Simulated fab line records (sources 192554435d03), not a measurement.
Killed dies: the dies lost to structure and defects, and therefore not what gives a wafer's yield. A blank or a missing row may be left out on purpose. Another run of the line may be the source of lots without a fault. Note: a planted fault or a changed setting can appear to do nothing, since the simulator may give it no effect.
Comparing a struck lot with a sound one + flow n5_finfet + 13 out of 1938 route steps
Sound: these wafers, L571.2, L571.4, L571.5. Struck: wafers L560.1, L560.4. (L560.6 of the same lot was not struck and is left out.) The cause comes at the end.
Each step with rows lists, per side, the tool, then ch with its chambers, then its first start. Under that, the readings that differ: sound wafers + struck wafers + difference of the means + sigmas: that difference in standard deviations of wafers without a fault.
alike: words and numbers the same on both sides, and readings whose means are apart by under 2 such deviations; not compared: readings that were withheld, readings missing a value for some wafer, numbers with overlapping values and no deviation given by the record, and bounds like >300 which may hide the same value.
A row with sigmas, a row that says differs or no value, or rows on one side alone: a step with any of these is where the two part. When numbers do not overlap yet have no deviation, they are printed without sigmas and do not part them. A reading that every wafer of one side lacks parts them only if that side has two wafers or more.

first, 2 steps without rows for these wafers: N5_BEOL_M15_STRIP_36 (strips in O2); N5_BEOL_M15_STRIP_62 (strips in O2).
N5_BEOL_M15_STRIP_37: strips in O2.
  sound on rie_diel-06 ch 0,2,3; struck on rie_diel-06 ch 1,3
  alike: drypump_motor_current_A, oes_product_au, rf_vpp_V, showerhead_plenum_p_Torr, temp_c, throttle_valve_pct
  not compared: rf_hours_counter_h
then, 5 steps without rows for these wafers: N5_BEOL_M15_ETCH_38 (etches SiCN in CF4/N2, target depth 106.4 nm, time 120.5 s); N5_BEOL_M15_PRECLEAN_39 (cleans in residue remover, time 60 s); N5_BEOL_M15_SRD_40 (time 30 s, dry time 30 s); N5_BEOL_M15_DEGAS_41 (time 60 s); N5_BEOL_M15_PRE_CLEAN_42 (time 30 s).
N5_BEOL_M15_SPUTTER_43: material TaN, target thk 15 nm, time 24.19 s.
  sound: pvd_sputter-02 at day 18 17:52; struck: pvd_sputter-02 at day 15 16:05
  alike: bias_v, cathode_dc_power_W, throttle_valve_pct
N5_BEOL_M15_SPUTTER_44: material Ta, target thk 15 nm, time 24.19 s.
  sound: pvd_sputter-02 at day 18 17:56; struck: pvd_sputter-02 at day 15 16:10
  alike: bias_v, cathode_dc_power_W, throttle_valve_pct
N5_BEOL_M15_SPUTTER_45: material Cu, target thk 100 nm, time 16.67 s.
  sound: pvd_sputter-02 at day 18 18:01; struck: pvd_sputter-02 at day 15 16:14
  alike: bias_v, cathode_dc_power_W, chuck_sensor_temp_C, throttle_valve_pct
N5_BEOL_M15_ECD_47: material Cu, target thk 1860 nm.
  sound on ecd_cu-02 ch 0, day 18 18:08; struck on ecd_cu-02 ch 0,1, day 15 16:21
| reading                                 | sound          | struck    | difference | sigmas |
|-----------------------------------------|----------------|-----------|------------|--------|
| model.Cu_of_BEOL_M15_ECD_47.thk_nm (nm) | 1874 1866 1852 | 3235 3251 | +1379      |        |
N5_BEOL_M15_ANNEAL_48: time 90 s.
  sound on rtp_anneal-01 ch 0, day 18 18:40; struck on rtp_anneal-02 ch 0, day 15 17:58
| reading          | sound                | struck        | difference | sigmas |
|------------------|----------------------|---------------|------------|--------|
| wafer_temp_C_max | 225.69 225.46 225.75 | 226.29 226.22 | +0.62      | +3     |

## WHERE THEY PART
Within this record, at N5_BEOL_M15_ANNEAL_48 only.

WHY: what had been put in by the simulator
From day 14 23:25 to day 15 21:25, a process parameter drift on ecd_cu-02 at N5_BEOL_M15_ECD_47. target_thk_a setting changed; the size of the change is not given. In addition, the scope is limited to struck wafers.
